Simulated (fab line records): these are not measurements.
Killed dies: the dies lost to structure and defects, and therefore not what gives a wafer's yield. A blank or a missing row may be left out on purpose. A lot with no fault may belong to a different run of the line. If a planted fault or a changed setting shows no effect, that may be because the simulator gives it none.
fab line records ; flow n5_finfet
[record] lots = 14; wafers = 40; last_day = 18
route steps=1938 shown PMOS_HMC_CHANNEL_EPI@66 FIN_SAQP@94 BEOL_M4@1111
lots untouched by any fault: they come from a run of this same line in which no faults occurred
start_h: hours from the record's first day to the start of the lot's first wafer shown ; wait_h: hours elapsed since this lot's preceding step ; " same as the row above ; L1.1+2: a single row standing in for several wafers ; - value missing, or start not given ; * or withheld: withheld ; < > ~ a bound
route shown NAME@n: NAME is a module with steps in the file, n the number in the route of the first one ; usual: mean/standard deviation taken from wafers without a fault ; same: alike in all rows ; chamber/n: place in a boat ; sites: per-site readings ; _std_site: their standard deviation ; _edge_site: the outer-site mean with the inner-site mean subtracted ; radius_mm: for every site, how far away it sits from the centre of the wafer ; mask NAME#n: copy n ; behind: the tool/chamber that last shaped the wafer ; hold: what put the lot on hold/how long, in hours/how the hold closed ; device: the transistor (n, p or np) that didn't switch ; end of line: at the end of the route, the tests of the same wafers ; a step with no rows: only its recipe ; killed: at the first sort, the dies lost to defects and structure; wafer yield is something else ; map: per-die view of a wafer (x killed, . not killed, _ where there is no die)
set.NAME: the setting as run; set.NAME@STEP: as run at that earlier step ; model.NAME: the simulator's own value behind a step, which no gauge read
the route's steps for a sample of lots (tables are steps, rows are wafers)
services: from which hour (start_h, from the record's first day; less than 0 if before it) a tool's chamber was out of use, for how many hours, and why
[[steps]]
[step N5_PMOS_HMC_CHANNEL_EPI_OVL_MEAS_10]
[recipe] points_per_wafer = 44
[usual] PMOS_HMC_BLK_OVL = 0.4/0.74
lot.wafer;tool;chamber;start_h;wait_h;PMOS_HMC_BLK_OVL[nm]
L592.2;overlay-02;0;17.08;0.0;0.9
L592.3;overlay-02;0;17.08;0.0;0.5
L592.6;overlay-02;0;17.08;0.0;1.6
L593.3;overlay-01;0;23.06;0.0;1.1
L593.4;overlay-01;0;23.06;0.0;1.4
L593.6;overlay-01;0;23.06;0.0;0.3
L594.2;overlay-01;0;29.26;0.0;0.8
L594.4;overlay-01;0;29.26;0.0;1.0
L594.6;overlay-01;0;29.26;0.0;0.6
L595.2;overlay-02;0;35.31;0.0;0.1
L595.4;overlay-02;0;35.31;0.0;1.0
L595.6;overlay-02;0;35.31;0.0;-0.7
L596.3;overlay-02;0;42.14;0.0;0.4
L596.4;overlay-02;0;42.14;0.0;-0.3
L596.5;overlay-02;0;42.14;0.0;-0.2
L597.1;overlay-01;0;47.13;0.0;0.2
L597.3;overlay-01;0;47.13;0.0;-0.4
L597.5;overlay-01;0;47.13;0.0;0.4
L604.3;overlay-01;0;89.69;0.0;0.7
L604.4;overlay-01;0;89.69;0.0;0.4
L604.5;overlay-01;0;89.69;0.0;0.2
L606.2;overlay-01;0;101.28;0.0;-0.3
L606.3;overlay-01;0;101.28;0.0;-0.1
L606.6;overlay-01;0;101.28;0.0;0.7
L607.1;overlay-01;0;107.94;0.0;1.0
L611.1;overlay-01;0;131.03;0.0;1.3
L611.3;overlay-01;0;131.03;0.0;-0.1
L611.5;overlay-01;0;131.03;0.0;0.5
L612.1;overlay-01;0;137.64;0.0;-0.3
L612.2;overlay-01;0;137.64;0.0;1.0
L612.4;overlay-01;0;137.64;0.0;0.3
L613.2;overlay-02;0;143.07;0.0;0.7
L613.4;overlay-02;0;143.07;0.0;-0.8
L613.6;overlay-02;0;143.07;0.0;-0.4
L614.2;overlay-02;0;149.14;0.0;0.9
L614.3;overlay-02;0;149.14;0.0;2.2
L614.5;overlay-02;0;149.14;0.0;1.2
L615.4;overlay-01;0;155.49;0.0;-0.1
L615.5;overlay-01;0;155.49;0.0;-0.5
L615.6;overlay-01;0;155.49;0.0;-0.4
[step N5_PMOS_HMC_CHANNEL_EPI_STRIP_33]
[recipe] chemistry = N2/H2; power_w = 500; temp_c = 40; pressure_mtorr = 50; rf_frequency_hz = 6e+07; overash_fraction = 0.3; bias_power_w = 8; h2_frac = 0.5; n2_flow_sccm = 300; h2_flow_sccm = 300
[usual] drypump_motor_current_A = 5.8/0.31; oes_product_au = 0.78/0.091; power_w = 499.7/1.4; rf_vpp_V = 54.5/1.6; showerhead_plenum_p_Torr = 3.40/0.11; throttle_valve_pct = 18.9/0.4
lot.wafer;tool;chamber;start_h;wait_h;drypump_motor_current_A;oes_product_au;power_w;rf_hours_counter_h;rf_vpp_V;showerhead_plenum_p_Torr;throttle_valve_pct
L592.2;rie_diel-06;2;17.27;0.0;5.5;0.78;499.1;111;53.8;3.26;19.4
L592.3;rie_diel-06;3;17.27;0.0;6.4;0.73;498.4;157;53.4;3.23;18.4
L592.6;rie_diel-06;1;17.27;0.0;5.9;0.80;499.0;-;54.7;3.26;19.2
L593.3;rie_diel-03;2;23.30;0.0;5.2;0.71;498.8;225;53.9;3.46;19.2
L593.4;rie_diel-03;1;23.30;0.0;5.9;0.77;498.6;151;57.3;3.35;19.0
L593.6;rie_diel-03;1;23.30;0.0;5.9;0.76;500.0;-;55.4;3.35;19.0
L594.2;rie_diel-06;2;29.45;0.0;5.4;0.79;501.2;113;55.2;3.26;19.4
L594.4;rie_diel-06;3;29.45;0.0;6.4;0.74;499.3;159;53.4;3.23;18.4
L594.6;rie_diel-06;2;29.45;0.0;5.5;0.79;500.4;-;51.1;3.26;19.4
L595.2;rie_diel-04;2;35.91;0.0;6.1;0.69;498.8;218;55.5;3.46;19.6
L595.4;rie_diel-04;0;35.91;0.0;5.8;0.69;500.7;242;53.2;3.32;18.7
L595.6;rie_diel-04;3;35.91;0.0;5.7;0.94;501.7;-;56.6;3.57;18.7
L596.3;rie_diel-06;0;42.33;0.0;5.5;0.73;497.7;170;55.1;3.49;19.7
L596.4;rie_diel-06;3;42.33;0.0;6.4;0.74;500.2;162;55.9;3.23;18.4
L596.5;rie_diel-06;2;42.33;0.0;5.5;0.79;499.2;-;52.3;3.26;19.4
L597.1;rie_diel-04;3;47.32;0.0;5.7;0.91;498.7;22;52.3;3.57;18.8
L597.3;rie_diel-04;1;47.32;0.0;5.7;0.77;498.5;127;57.9;3.51;18.8
L597.5;rie_diel-04;0;47.32;0.0;5.8;0.67;498.1;-;55.8;3.31;18.8
L604.3;rie_diel-04;0;89.88;0.0;5.7;0.97;500.3;1;56.7;3.31;18.3
L604.4;rie_diel-04;1;89.88;0.0;5.7;0.76;500.0;140;56.4;3.50;18.8
L604.5;rie_diel-04;1;89.88;0.0;5.6;0.75;501.5;-;53.8;3.50;18.8
L606.2;rie_diel-04;1;101.48;0.0;5.7;0.75;498.6;143;55.0;3.50;18.8
L606.3;rie_diel-04;2;101.48;0.0;6.1;0.67;499.7;234;55.6;3.45;19.5
L606.6;rie_diel-04;3;101.48;0.0;5.7;0.89;499.9;-;54.4;3.56;18.8
L607.1;rie_diel-04;0;108.81;0.0;5.8;0.95;502.0;6;54.3;3.31;18.3
L611.1;rie_diel-03;3;131.22;0.0;6.6;0.84;501.2;76;54.5;3.25;18.5
L611.3;rie_diel-03;0;131.22;0.0;5.5;0.71;501.6;224;54.3;3.46;18.7
L611.5;rie_diel-03;3;131.22;0.0;6.6;0.83;498.8;-;55.1;3.25;18.5
L612.1;rie_diel-03;1;137.83;0.0;5.9;0.74;502.6;187;54.3;3.33;19.1
L612.2;rie_diel-03;0;137.83;0.0;5.6;0.71;500.8;226;53.5;3.46;18.7
L612.4;rie_diel-03;2;137.83;0.0;5.3;0.98;500.4;1;54.7;3.44;18.9
L613.2;rie_diel-04;1;143.26;0.0;5.6;0.74;499.1;156;52.9;3.50;18.8
L613.4;rie_diel-04;2;143.26;0.0;6.0;0.68;500.4;246;53.4;3.44;19.6
L613.6;rie_diel-04;3;143.26;0.0;5.7;0.88;499.7;-;57.7;3.55;18.8
L614.2;rie_diel-03;0;149.33;0.0;5.6;0.72;498.5;229;54.0;3.46;18.7
L614.3;rie_diel-03;1;149.33;0.0;5.9;0.72;500.6;190;55.3;3.33;19.1
L614.5;rie_diel-03;2;149.33;0.0;5.3;0.98;498.0;-;55.4;3.44;18.9
L615.4;rie_diel-04;3;155.79;0.0;5.7;0.86;500.9;-;53.1;3.55;18.8
L615.5;rie_diel-04;1;155.79;0.0;5.7;0.74;495.9;-;57.4;3.50;18.8
L615.6;rie_diel-04;0;155.79;0.0;5.8;0.92;500.9;-;54.3;3.30;18.4
[step N5_PMOS_HMC_CHANNEL_EPI_EPI_20]
[recipe] material = SiGe30; mask_material = SiO2; pressure_torr = 20; target_thk_a = 590; temp_c = 600
[usual] susceptor_temp_C_max = 601.2/0.54
lot.wafer;tool;chamber;start_h;wait_h;susceptor_temp_C_max
L592.2;epi_rpcvd-02;0;18.03;0.3;602.3
L592.3;epi_rpcvd-02;0;18.03;0.3;602.0
L592.6;epi_rpcvd-02;0;18.03;0.3;601.7
L593.3;epi_rpcvd-01;0;24.22;0.4;600.2
L593.4;epi_rpcvd-01;0;24.22;0.4;600.2
L593.6;epi_rpcvd-01;0;24.22;0.4;600.7
L594.2;epi_rpcvd-01;0;30.21;0.3;600.5
L594.4;epi_rpcvd-01;0;30.21;0.3;600.3
L594.6;epi_rpcvd-01;0;30.21;0.3;601.0
L595.2;epi_rpcvd-02;0;36.67;0.3;600.9
L595.4;epi_rpcvd-02;0;36.67;0.3;602.0
L595.6;epi_rpcvd-02;0;36.67;0.3;601.1
L596.3;epi_rpcvd-04;0;43.23;0.4;601.5
L596.4;epi_rpcvd-04;0;43.23;0.4;601.6
L596.5;epi_rpcvd-04;0;43.23;0.4;602.2
L597.1;epi_rpcvd-01;0;47.82;0.0;600.7
L597.3;epi_rpcvd-01;0;47.82;0.0;600.5
L597.5;epi_rpcvd-01;0;47.82;0.0;600.4
L604.3;epi_rpcvd-02;0;90.78;0.4;601.7
L604.4;epi_rpcvd-02;0;90.78;0.4;601.2
L604.5;epi_rpcvd-02;0;90.78;0.4;601.3
L606.2;epi_rpcvd-02;0;102.17;0.2;601.4
L606.3;epi_rpcvd-02;0;102.17;0.2;601.5
L606.6;epi_rpcvd-02;0;102.17;0.2;600.9
L607.1;epi_rpcvd-02;0;109.55;0.0;602.7
L611.1;epi_rpcvd-01;0;131.72;0.0;600.7
L611.3;epi_rpcvd-01;0;131.72;0.0;601.0
L611.5;epi_rpcvd-01;0;131.72;0.0;600.5
L612.1;epi_rpcvd-04;0;138.34;0.0;601.7
L612.2;epi_rpcvd-04;0;138.34;0.0;601.6
L612.4;epi_rpcvd-04;0;138.34;0.0;601.6
L613.2;epi_rpcvd-01;0;144.27;0.3;600.3
L613.4;epi_rpcvd-01;0;144.27;0.3;600.1
L613.6;epi_rpcvd-01;0;144.27;0.3;600.1
L614.2;epi_rpcvd-04;0;150.24;0.2;601.0
L614.3;epi_rpcvd-04;0;150.24;0.2;601.1
L614.5;epi_rpcvd-04;0;150.24;0.2;601.0
L615.4;epi_rpcvd-01;0;156.89;0.6;600.8
L615.5;epi_rpcvd-01;0;156.89;0.6;600.5
L615.6;epi_rpcvd-01;0;156.89;0.6;601.3
[step N5_PMOS_HMC_CHANNEL_EPI_THK_MEAS_22]
[recipe] reads = SiGe30_of_PMOS_HMC_CHANNEL_EPI_EPI_20
[usual] HMC_CMP_THK = 54.0/0.46
lot.wafer;tool;chamber;start_h;wait_h;HMC_CMP_THK[nm]
L592.2;film_metro-01;-;19.80;-;53.5
L592.3;film_metro-01;-;19.80;-;53.8
L592.6;film_metro-01;-;19.80;-;53.8
L593.3;film_metro-02;-;25.46;-;55.1
L593.4;film_metro-02;-;25.46;-;53.6
L593.6;film_metro-02;-;25.46;-;54.3
L594.2;film_metro-01;-;31.98;-;53.3
L594.4;film_metro-01;-;31.98;-;53.8
L594.6;film_metro-01;-;31.98;-;53.6
L595.2;film_metro-02;-;38.45;-;54.9
L595.4;film_metro-02;-;38.45;-;53.8
L595.6;film_metro-02;-;38.45;-;53.8
L596.3;film_metro-01;-;44.54;-;54.7
L596.4;film_metro-01;-;44.54;-;54.0
L596.5;film_metro-01;-;44.54;-;55.0
L597.1;film_metro-01;-;49.85;-;54.1
L597.3;film_metro-01;-;49.85;-;54.3
L597.5;film_metro-01;-;49.85;-;53.6
L604.3;film_metro-01;-;92.02;-;53.6
L604.4;film_metro-01;-;92.02;-;54.6
L604.5;film_metro-01;-;92.02;-;53.8
L606.2;film_metro-01;-;103.60;-;35.9
L606.3;film_metro-01;-;103.60;-;36.8
L606.6;film_metro-01;-;103.60;-;54.9
L607.1;film_metro-01;-;111.19;-;37.1
L611.1;film_metro-02;-;133.75;-;53.3
L611.3;film_metro-02;-;133.75;-;53.9
L611.5;film_metro-02;-;133.75;-;53.5
L612.1;film_metro-01;-;139.99;-;54.0
L612.2;film_metro-01;-;139.99;-;54.0
L612.4;film_metro-01;-;139.99;-;53.0
L613.2;film_metro-02;-;146.04;-;53.9
L613.4;film_metro-02;-;146.04;-;53.4
L613.6;film_metro-02;-;146.04;-;53.9
L614.2;film_metro-01;-;151.68;-;54.5
L614.3;film_metro-01;-;151.68;-;53.7
L614.5;film_metro-01;-;151.68;-;53.9
L615.4;film_metro-02;-;157.93;-;54.5
L615.5;film_metro-02;-;157.93;-;54.7
L615.6;film_metro-02;-;157.93;-;54.5
[step N5_FIN_SAQP_ALD_61]
[recipe] material = SiO2; target_thk_a = 40; temp_c = 300; ald_precursor_family = BDEAS; ald_co_reactant = O2-plasma; pulse_time_s = 1; purge_time_s = 2; co_reactant_purge_time_s = 2; ald_cycles = 43; pressure_torr = 2
[usual] heater_power_w = 497/50; precursor_pulse_height_rel = 1.002/0.018
lot.wafer;tool;chamber;start_h;wait_h;heater_power_w;precursor_pulse_height_rel
L592.2;ald_sin-01;3;21.13;0.8;504;1.008
L592.3;ald_sin-01;2;21.13;0.8;443;1.015
L592.6;ald_sin-01;1;21.13;0.8;471;1.005
L593.3;ald_sin-03;0;26.06;0.0;517;1.004
L593.4;ald_sin-03;2;26.06;0.0;487;1.000
L593.6;ald_sin-03;2;26.06;0.0;468;1.026
L594.2;ald_sin-01;3;32.99;0.3;525;0.994
L594.4;ald_sin-01;1;32.99;0.3;470;0.995
L594.6;ald_sin-01;1;32.99;0.3;472;0.979
L595.2;ald_sin-01;2;39.15;0.1;444;0.983
L595.4;ald_sin-01;0;39.15;0.1;536;1.030
L595.6;ald_sin-01;0;39.15;0.1;531;1.006
L596.3;ald_sin-03;0;45.24;0.0;521;0.985
L596.4;ald_sin-03;1;45.24;0.0;374;1.018
L596.5;ald_sin-03;2;45.24;0.0;488;1.011
L597.1;ald_sin-02;0;50.45;0.0;602;0.989
L597.3;ald_sin-02;3;50.45;0.0;534;0.982
L597.5;ald_sin-02;1;50.45;0.0;486;1.041
L604.3;ald_sin-01;2;92.99;0.4;447;0.973
L604.4;ald_sin-01;0;92.99;0.4;532;1.009
L604.5;ald_sin-01;0;92.99;0.4;534;1.006
L606.2;ald_sin-01;2;104.46;0.3;458;0.978
L606.3;ald_sin-01;1;104.46;0.3;489;1.019
L606.6;ald_sin-01;3;104.46;0.3;502;0.984
L607.1;ald_sin-01;1;112.02;0.3;481;1.001
L611.1;ald_sin-01;1;134.79;0.5;475;0.984
L611.3;ald_sin-01;2;134.79;0.5;445;1.010
L611.5;ald_sin-01;0;134.79;0.5;530;1.009
L612.1;ald_sin-01;0;140.61;0.0;529;0.997
L612.2;ald_sin-01;1;140.61;0.0;483;0.967
L612.4;ald_sin-01;3;140.61;0.0;501;0.987
L613.2;ald_sin-02;1;146.84;0.2;475;0.999
L613.4;ald_sin-02;2;146.84;0.2;519;0.976
L613.6;ald_sin-02;2;146.84;0.2;510;0.983
L614.2;ald_sin-02;3;154.41;2.1;542;0.976
L614.3;ald_sin-02;2;154.41;2.1;499;1.019
L614.5;ald_sin-02;2;154.41;2.1;508;0.995
L615.4;ald_sin-01;0;158.65;0.1;537;1.008
L615.5;ald_sin-01;3;158.65;0.1;519;0.988
L615.6;ald_sin-01;0;158.65;0.1;533;1.007
[step N5_BEOL_M4_RC_MEAS_101]
[usual] CJ_P = 5.79/0.11; DIBL_N = 35.8/1.4; DIBL_P = 35.8/1.6; IOFF_N = 0.152/0.021; IOFF_P = 0.204/0.027; IOFF_P_85C = 3.6/0.39; IOFF_P_LIN = 0.099/0.011; IOFF_P_LONG = 0.000107/8e-06; ION_N = 672/8.7; ION_P = 461/6.2; REXT_P = 101.1/2.3; RS_NWELL = 1038/7.3; SS_N = 71.5/0.54; SS_P = 73.1/0.57; VT_N = 250.0/2.5; VT_P = -250.6/2.7; VT_P_LONG = -274.6/2.8
lot.wafer;tool;chamber;start_h;wait_h;CJ_P;DIBL_N[mV/V];DIBL_P[mV/V];IOFF_N[nA/um];IOFF_P[nA/um];IOFF_P_85C[nA/um];IOFF_P_LIN[nA/um];IOFF_P_LONG[nA/um];ION_N[uA/um];ION_P[uA/um];REXT_P[ohm.um];RS_NWELL[ohm/sq];SS_N[mV/dec];SS_P[mV/dec];VT_N[mV];VT_P[mV];VT_P_LONG[mV]
L592.2;prober-01;0;184.26;0.2;5.67;35.2;35.6;0.168;0.230;3.9;0.113;0.000118;678;466;99.2;1041;71.2;72.4;247.5;-248.2;-271.2
L592.3;prober-01;0;184.26;0.2;5.80;33.2;33.7;0.141;0.197;3.4;0.100;0.000115;680;463;97.6;1033;70.2;72.3;251.0;-248.5;-272.8
L592.6;prober-01;0;184.26;0.2;5.74;34.6;34.7;0.152;0.206;3.6;0.104;0.000115;673;463;99.3;1039;71.4;73.0;249.4;-247.2;-270.5
L594.2;prober-02;0;191.94;0.2;5.93;34.7;34.2;0.138;0.192;3.4;0.096;0.000113;671;461;104.8;1037;71.9;73.5;247.8;-249.0;-273.8
L594.4;prober-02;0;191.94;0.2;5.90;35.5;35.7;0.151;0.212;3.7;0.103;0.000112;678;464;103.7;1030;71.5;73.1;248.7;-249.7;-277.9
L594.6;prober-02;0;191.94;0.2;5.90;35.3;34.9;0.144;0.207;3.6;0.101;0.00011;673;460;104.6;1036;71.2;73.0;247.1;-249.5;-275.9
L593.3;prober-01;0;192.44;0.3;5.65;36.7;38.0;0.175;0.212;3.7;0.098;0.0001;683;463;102.5;1036;72.8;73.2;251.0;-252.0;-277.3
L593.4;prober-01;0;192.44;0.3;5.93;35.8;37.4;0.163;0.192;3.5;0.090;0.000104;692;462;102.7;1033;72.6;72.9;249.6;-252.6;-274.4
L593.6;prober-01;0;192.44;0.3;5.82;35.3;36.7;0.156;0.185;3.4;0.089;0.000101;680;461;103.2;1030;72.0;72.8;250.9;-254.4;-276.6
L595.2;prober-01;0;198.57;0.2;5.57;36.0;32.6;0.124;0.196;3.4;0.101;0.000115;663;462;102.9;1044;71.8;72.6;254.1;-248.2;-273.6
L595.4;prober-01;0;198.57;0.2;5.79;34.9;31.8;0.118;0.184;3.2;0.095;0.000119;667;457;105.1;1034;70.7;72.6;252.7;-249.2;-271.1
L595.6;prober-01;0;198.57;0.2;5.85;37.7;34.9;0.149;0.226;3.8;0.113;0.000122;677;468;102.6;1045;71.3;73.8;250.1;-246.0;-269.8
L596.3;prober-02;0;199.18;0.3;5.62;35.7;36.7;0.159;0.223;3.9;0.113;0.000109;679;466;101.7;1038;72.1;73.0;247.3;-249.0;-271.7
L596.4;prober-02;0;199.18;0.3;5.78;35.0;35.6;0.147;0.202;3.6;0.104;0.000111;667;464;101.2;1036;71.3;72.2;246.3;-247.8;-269.9
L596.5;prober-02;0;199.18;0.3;5.60;35.7;37.1;0.171;0.229;3.9;0.115;0.000107;686;463;101.3;1033;71.1;72.8;245.7;-248.5;-272.7
L597.1;prober-01;0;207.49;0.0;5.92;36.1;38.4;0.167;0.224;3.9;0.103;9.8e-05;683;465;96.4;1037;71.4;73.3;250.7;-252.5;-278.4
L597.3;prober-01;0;207.49;0.0;5.84;35.1;36.2;0.140;0.187;3.3;0.091;9.5e-05;663;452;97.2;1039;71.5;72.1;252.5;-252.6;-278.3
L597.5;prober-01;0;207.49;0.0;5.97;35.7;37.7;0.160;0.219;3.8;0.101;9.9e-05;672;467;96.7;1037;71.5;72.7;250.2;-250.2;-275.1
L604.3;prober-01;0;241.49;0.3;5.90;36.2;36.1;0.148;0.185;3.3;0.088;9.5e-05;660;450;102.4;1022;71.7;73.4;250.4;-254.4;-277.0
L604.4;prober-01;0;241.49;0.3;5.71;35.8;35.8;0.143;0.178;3.2;0.086;9e-05;672;460;101.4;1036;71.3;73.4;250.5;-254.1;-280.7
L604.5;prober-01;0;241.49;0.3;5.78;35.5;34.8;0.141;0.175;3.2;0.086;9.3e-05;667;459;102.1;1030;71.3;73.7;252.3;-250.3;-278.5
L606.2;prober-02;0;266.38;0.2;3.90;34.7;150.6;0.136;53.040;379.2;0.659;6e-05;669;322;124.0;1080;71.7;148.9;250.8;-252.6;-288.5
L606.3;prober-02;0;266.38;0.2;3.61;36.9;185.4;0.163;111.43;702.7;1.226;5.9e-05;663;317;126.3;1073;71.9;160.5;249.7;-250.3;-287.8
L606.6;prober-02;0;266.38;0.2;5.75;35.3;36.8;0.153;0.212;3.7;0.100;9.9e-05;670;464;97.7;1040;71.3;73.0;247.0;-251.7;-274.8
L607.1;prober-01;0;269.51;0.0;4.31;38.6;142.7;0.179;50.572;358.1;0.664;6.4e-05;675;331;121.0;1070;72.2;147.5;247.4;-251.8;-287.0
L612.1;prober-02;0;299.63;0.0;5.82;33.6;34.9;0.132;0.169;3.0;0.082;9.5e-05;659;453;101.7;1055;70.6;72.8;252.8;-251.8;-276.3
L612.2;prober-02;0;299.63;0.0;5.71;34.1;35.2;0.138;0.173;3.1;0.084;9.4e-05;663;460;102.8;1038;70.7;72.7;249.9;-253.6;-276.9
L612.4;prober-02;0;299.63;0.0;5.94;33.5;34.8;0.126;0.167;3.0;0.082;9.9e-05;671;455;100.7;1050;70.5;73.0;252.3;-254.0;-276.4
L611.1;prober-02;0;302.21;0.0;5.98;34.4;32.6;0.107;0.163;2.9;0.085;0.000109;665;465;100.8;1023;71.2;72.1;252.2;-253.7;-273.0
L611.3;prober-02;0;302.21;0.0;5.99;37.6;37.1;0.159;0.227;3.9;0.107;0.000109;670;465;99.9;1034;71.1;73.9;249.6;-247.9;-273.7
L611.5;prober-02;0;302.21;0.0;5.97;36.8;35.8;0.135;0.200;3.4;0.097;0.000108;660;457;101.0;1029;72.2;73.2;253.0;-249.8;-273.6
L613.2;prober-01;0;308.32;0.2;5.76;37.1;36.6;0.175;0.236;4.0;0.114;0.000115;681;469;103.8;1041;71.5;73.4;250.5;-247.9;-271.8
L613.4;prober-01;0;308.32;0.2;5.94;37.5;37.4;0.194;0.260;4.3;0.120;0.000114;680;468;102.7;1038;71.4;74.0;246.3;-245.3;-274.7
L613.6;prober-01;0;308.32;0.2;5.72;37.0;37.1;0.192;0.255;4.2;0.120;0.000114;692;478;103.3;1030;70.6;73.7;244.7;-246.4;-272.4
L615.4;prober-01;0;309.90;0.5;5.66;35.5;34.8;0.152;0.199;3.5;0.095;0.000107;663;452;104.2;1035;72.0;72.9;249.4;-251.6;-273.5
L615.5;prober-01;0;309.90;0.5;5.67;36.2;35.3;0.175;0.220;3.8;0.104;0.000106;669;461;103.4;1031;72.1;72.5;246.1;-247.8;-274.1
L615.6;prober-01;0;309.90;0.5;5.66;35.4;34.3;0.147;0.200;3.5;0.097;0.000108;670;460;103.6;1036;71.0;72.5;251.8;-249.4;-272.3
L614.2;prober-02;0;316.41;0.2;5.77;36.5;34.4;0.165;0.203;3.5;0.099;0.000109;681;463;101.4;1036;71.1;74.1;247.6;-251.2;-273.4
L614.3;prober-02;0;316.41;0.2;5.83;36.4;34.3;0.173;0.205;3.5;0.100;0.000112;680;457;102.0;1036;71.3;72.7;247.0;-249.2;-273.7
L614.5;prober-02;0;316.41;0.2;5.81;36.7;34.6;0.174;0.209;3.6;0.102;0.00011;670;466;102.7;1039;71.8;73.6;247.0;-248.4;-272.0
[[services]]
tool;chamber;start_h;hours;kind
ald_sin-02;-;-6.56;1.2;repair
ald_sin-03;-;-6.25;14.0;pm
ald_sin-02;3;-3.71;10.0;repair
ald_sin-03;-;39.89;2.0;repair
rie_diel-04;2;41.24;12.5;repair
rie_diel-04;0;41.40;4.8;repair
rie_diel-03;3;48.95;1.9;repair
rie_diel-04;0;67.78;-;clean
rie_diel-04;0;67.78;-;consumable_replace:focus_ring
rie_diel-04;0;67.78;17.5;scheduled_down
rie_diel-04;0;67.78;17.5;vent_cycle
epi_rpcvd-02;-;74.05;0.7;repair
rie_diel-03;-;76.80;0.4;repair
epi_rpcvd-02;-;86.12;1.5;repair
rie_diel-06;-;106.40;2.8;pm
rie_diel-04;3;108.80;7.5;repair
rie_diel-03;2;112.96;-;clean
rie_diel-03;2;112.96;-;consumable_replace:focus_ring
epi_rpcvd-02;-;119.59;0.6;repair
rie_diel-04;1;146.38;8.4;repair
rie_diel-04;2;154.91;-;clean
rie_diel-04;2;154.91;-;consumable_replace:focus_ring
rie_diel-04;2;154.91;19.6;scheduled_down
rie_diel-04;2;154.91;19.6;vent_cycle
[[key]]
[first_sign] step = N5_PMOS_HMC_CHANNEL_EPI_THK_MEAS_22; reading = HMC_CMP_THK; direction = down; sigmas = 38; usual = 54.0; struck = 36.6
[effect] step = N5_BEOL_M4_RC_MEAS_101; reading = IOFF_P; direction = up; sigmas = 99+; usual = 0.204; struck = 71.680
[effect] step = N5_BEOL_M4_RC_MEAS_101; reading = IOFF_P_85C; direction = up; sigmas = 99+; usual = 3.6; struck = 480.0
[effect] step = N5_BEOL_M4_RC_MEAS_101; reading = SS_P; direction = up; sigmas = 99+; usual = 73.1; struck = 152.3
[effect] step = N5_BEOL_M4_RC_MEAS_101; reading = DIBL_P; direction = up; sigmas = 80; usual = 35.8; struck = 159.6
[effect] step = N5_BEOL_M4_RC_MEAS_101; reading = IOFF_P_LIN; direction = up; sigmas = 68; usual = 0.099; struck = 0.850
[effect] step = N5_BEOL_M4_RC_MEAS_101; reading = ION_P; direction = down; sigmas = 22; usual = 461; struck = 323
[effect] step = N5_BEOL_M4_RC_MEAS_101; reading = CJ_P; direction = down; sigmas = 17; usual = 5.79; struck = 3.94
[effect] step = N5_BEOL_M4_RC_MEAS_101; reading = REXT_P; direction = up; sigmas = 10; usual = 101.1; struck = 123.8
[effect] step = N5_BEOL_M4_RC_MEAS_101; reading = IOFF_P_LONG; direction = down; sigmas = 5.7; usual = 0.000107; struck = 6.1e-05
[effect] step = N5_BEOL_M4_RC_MEAS_101; reading = RS_NWELL; direction = up; sigmas = 5; usual = 1038; struck = 1074
[effect] step = N5_BEOL_M4_RC_MEAS_101; reading = VT_P_LONG; direction = down; sigmas = 4.7; usual = -274.6; struck = -287.8
met_at N5_PMOS_HMC_CHANNEL_EPI_EPI_20
struck_lots L606,L607
struck_wafers L606.2,L606.3,L607.1
sort_left_out L606.2,L606.3,L607.1
not_acting_at N5_PMOS_HMC_CHANNEL_EPI_OVL_MEAS_10,N5_PMOS_HMC_CHANNEL_EPI_STRIP_33,N5_FIN_SAQP_ALD_61
onset_between 90.78 102.17
[fault] kind = process_parameter_drift; tool = epi_rpcvd-02; chamber = -; onset_h = 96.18; steps = N5_PMOS_HMC_CHANNEL_EPI_EPI_20; channel = target_thk_a; offset = *; shape = step; end_h = 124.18; scope = struck_wafers_only; acts_in = *; stated = *
// sort_left_out: the simulated sort isn't trusted on such a fault, so these wafers' sort isn't shown, and their yield isn't known
